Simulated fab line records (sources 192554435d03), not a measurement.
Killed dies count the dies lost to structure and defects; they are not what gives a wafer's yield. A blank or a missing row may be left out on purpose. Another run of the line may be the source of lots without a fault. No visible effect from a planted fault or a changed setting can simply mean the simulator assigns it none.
8D (eight disciplines) problem report, filled in by code    flow n5-finfet    the parts of the form that need people (team, actions taken, sign-off) are left out
Where a reading is given only as a bound, like >300, the bound stands for it, and a mean or a difference that rests on one is marked > or <: the true number lies beyond.

1. PROBLEM STATEMENT
Wafers without a fault read 284, standard deviation 70; raw-defect-count at N5_DUMMY_GATE_INSPECT_27 reads a mean of 732 on 6 wafers belonging to 2 lots. That puts it +6.4 standard deviations away from the usual mean.
The step: inspects for defects (brightfield).
Earliest sighting: wafer L748.1 on defect-inspect-01 at day 6 17:27. Wafers with a number at this step in the record: 27, from 9 lots. The rule behind "out" and "out of limits": a value lying over 4 standard deviations away from the usual mean. The rest of the wafers with a number are treated as sound.

2. WHAT IT IS, AND WHAT IT ISN'T
question                     is                      is not
which readings at this step  raw-defect-count        -
which lots                   L748, L753              L734, L737, L741, L744, L745, L749, L750
which wafers of those lots   all that have a number  -
read on which gauges         defect-inspect-01       defect-inspect-02
when                         from day 6 17:27        up to then (15 sound wafers); but 6 sound wafers of L749, L750 came after

3. SUSPECTS, AND WHAT RULES EACH OUT
Counting: a tool at any process step up to the reading remains a suspect when it ran all the lots that are out and ran no sound lot after the first of those.
- ruled out: the gauge at N5_DUMMY_GATE_INSPECT_27. All the wafers that are out were read on defect-inspect-01, but those of them that N5_PASSIVATION_PROBE_49 has rows for are out there too, on other tools.
- rie-si-06 at N5_DUMMY_GATE_ETCH_44 (etches poly-Si in HBr/O2, stops on SiO2, target depth 127.5 nm): kept. All lots that are out passed through it, beginning with L748 at day 6 17:04, and no sound lot followed; its final sound lot before that point was L745 at day 6 03:47.
The count leaves rie-si-06 at N5_DUMMY_GATE_ETCH_44.

4. THE CAUSE (what the simulator had put in)
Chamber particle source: rie-si-06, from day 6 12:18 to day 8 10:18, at N5_DUMMY_GATE_ETCH_44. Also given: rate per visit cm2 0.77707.
Counting left only this tool.

5. THE EFFECT CHAIN, in route order
Each row: a reading where the mean over the struck wafers with a number is more than 3 standard deviations away from the usual. Scope: only readings with a usual standard deviation given in the record; hours: median across lots of the time from each lot's start at the first step in this table that gives one to its start at this step; sigmas: change in usual standard deviations.
hours  step                      reading               usual   on struck wafers  change  sigmas
0      N5_DUMMY_GATE_INSPECT_27  raw-defect-count      284     732               +448    +6.4
1      N5_SPACER0_INSPECT_04     raw-defect-count      128     622               +494    +16
2      N5_SD_EPI_N_INSPECT_11    raw-defect-count      2.2     >300              >+298   +99 or more
6      N5_SD_EPI_N_INSPECT_26    raw-defect-count      191     667               +476    +12
236    N5_PASSIVATION_PROBE_49   defect-limited-yield  91.3 %  82.9              -8.4    -5.6
236    N5_PASSIVATION_PROBE_49   killed-at-front-end   40      135               +95     +8.7
236    N5_PASSIVATION_PROBE_49   killed-dies           103     202               +99     +5.8
236    N5_PASSIVATION_PROBE_49   sort_bin_5_function   5.1 %   10.9              +5.8    +5.8
236    N5_PASSIVATION_PROBE_49   sort-n-pass           1077    978               -99     -5.8
236    N5_PASSIVATION_PROBE_49   sort-yield-pct        91.3 %  82.9              -8.4    -5.6
Here are the process steps it includes:
- N5_PASSIVATION_PROBE_49
Later steps that measure or inspect, where all struck wafers having a row at the step show a number for every such reading and not one has moved that far: N5_BEOL_M4_RC_MEAS_101.

6. WHAT WOULD HAVE CAUGHT IT SOONER
5 hours passed between the start of the fault at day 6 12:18 and the first reading out of limits at a measuring or inspecting step in this record, taken at day 6 17:27.
No tool reading at N5_DUMMY_GATE_ETCH_44 that has a usual standard deviation in the record was out on any struck wafer, so an alarm limit of 4 standard deviations on those readings would not have fired.
Of the lots that are out (2), L753 began N5_DUMMY_GATE_ETCH_44 on rie-si-06 after day 6 17:27. Had the tool been put on hold then, it would have been spared.
